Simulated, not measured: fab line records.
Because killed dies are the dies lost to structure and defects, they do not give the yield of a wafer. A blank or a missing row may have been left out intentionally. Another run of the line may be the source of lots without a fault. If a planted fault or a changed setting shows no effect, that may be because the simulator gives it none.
Which tool is to blame?	flow nand-harc	Sampling: 24 lots, 72 wafers, 2 of 1302 route steps

## WHAT THE GAUGES SHOWED, per wafer
NHARC_A_ONON_D1_THK_MEAS_21: measures by ellipsometry. Usual: thk-nm reads 999 nm (standard deviation 7.9).
lot	measured	on	thk-nm (nm)	flag
L075	day 8 06:52	film-metro-01	1001 1001 1002	
L074	day 8 06:52	film-metro-02	1007 1008 1007	
L076	day 8 23:46	film-metro-02	1008 1006 1009	
L077	day 9 08:17	film-metro-02	989 990 989	
L078	day 9 17:56	film-metro-01	1004 1001 1003	
L079	day 10 07:01	film-metro-01	1002 1003 1004	
L080	day 10 07:01	film-metro-02	1003 1001 1003	
L081	day 10 22:22	film-metro-01	1004 1003 1000	
L082	day 11 13:31	film-metro-01	996 997 996	
L083	day 11 17:07	film-metro-01	993 991 991	
L084	day 12 08:58	film-metro-01	1008 1007 1010	
L085	day 12 20:52	film-metro-01	999 998 999	
L087	day 13 11:43	film-metro-01	997 997 997	
L086	day 13 11:43	film-metro-02	1005 1006 1005	
L088	day 14 05:51	film-metro-02	1002 1002 1001	
L089	day 14 05:50	film-metro-02	998 997 999	
L090	day 14 20:18	film-metro-02	996 995 994	
L091	day 15 06:33	film-metro-01	1004 1005 1006	
L092	day 15 13:04	film-metro-02	976 976 976	
L093	day 15 21:31	film-metro-01	998 999 997	
L094	day 16 13:09	film-metro-01	984 984 986	
L095	day 16 18:02	film-metro-01	1005 1006 1004	
L096	day 17 13:46	film-metro-02	993 995 995	
L097	day 17 13:47	film-metro-01	1012 1012 1013	

## WHAT TOOL EACH LOT RAN ON (gives the tool, then ch and the chambers of the sampled wafers, and finally the start)
lot	NHARC_P_BONDPAD_ANNEAL_28
L075	rtp-anneal-01 ch 0, day 6 20:02
L074	rtp-anneal-02 ch 0, day 6 20:57
L076	rtp-anneal-02 ch 0, day 7 13:00
L077	rtp-anneal-01 ch 0, day 7 20:28
L078	rtp-anneal-02 ch 0, day 8 04:25
L079	rtp-anneal-01 ch 0, day 8 17:55
L080	rtp-anneal-01 ch 0, day 8 22:36
L081	rtp-anneal-02 ch 0, day 9 10:56
L082	rtp-anneal-01 ch 0, day 10 00:37
L083	rtp-anneal-02 ch 0, day 10 06:49
L084	rtp-anneal-02 ch 0, day 10 20:55
L085	rtp-anneal-02 ch 0, day 11 05:22
L087	rtp-anneal-02 ch 0, day 12 00:53
L086	rtp-anneal-02 ch 0, day 12 02:05
L088	rtp-anneal-01 ch 0, day 12 15:23
L089	rtp-anneal-02 ch 0, day 12 16:26
L090	rtp-anneal-02 ch 0, day 13 07:14
L091	rtp-anneal-01 ch 0, day 13 17:31
L092	rtp-anneal-01 ch 0, day 14 00:40
L093	rtp-anneal-01 ch 0, day 14 10:26
L094	rtp-anneal-01 ch 0, day 15 01:57
L095	rtp-anneal-01 ch 0, day 15 05:49
L096	rtp-anneal-02 ch 0, day 15 20:36
L097	rtp-anneal-02 ch 0, day 16 03:48
- NHARC_P_BONDPAD_ANNEAL_28: time 90 s.

## AS READ BY THE TOOLS THEMSELVES (means over the sampled wafers that have a number; for cases with no such wafer, the mark the record gives instead)
NHARC_P_BONDPAD_ANNEAL_28. Usual: wafer_temp_C_max reads 226.5 (standard deviation 0.52).
lot	tool	wafer_temp_C_max	flag
L075	rtp-anneal-01	226.6	
L074	rtp-anneal-02	226.0	
L076	rtp-anneal-02	226.1	
L077	rtp-anneal-01	227.3	
L078	rtp-anneal-02	225.9	
L079	rtp-anneal-01	226.9	
L080	rtp-anneal-01	227.2	
L081	rtp-anneal-02	226.2	
L082	rtp-anneal-01	226.8	
L083	rtp-anneal-02	226.4	
L084	rtp-anneal-02	226.0	
L085	rtp-anneal-02	225.9	
L087	rtp-anneal-02	226.3	
L086	rtp-anneal-02	226.1	
L088	rtp-anneal-01	227.0	
L089	rtp-anneal-02	226.0	
L090	rtp-anneal-02	226.0	
L091	rtp-anneal-01	227.1	
L092	rtp-anneal-01	227.1	
L093	rtp-anneal-01	226.7	
L094	rtp-anneal-01	226.8	
L095	rtp-anneal-01	226.8	
L096	rtp-anneal-02	226.0	
L097	rtp-anneal-02	226.2	

## THE ANSWER, worked out from the rows above alone
Rule: a lot counts as off when the mean over its wafers that have a number is more than 3 standard deviations away from the usual mean. A lot without any number at a reading at which 4 lots or more have one is off too. The other lots that the step has rows for count as sound. After the gauges, taken in route order, come the tools' own readings; for these a lot's mean is taken, as printed above. At the first step where some lot is off, the reading lying furthest off is the one used; lots without a number count as furthest.
No lot is off at any reading shown: from this, nothing can be told.

## WHAT WAS PUT IN BY THE SIMULATOR
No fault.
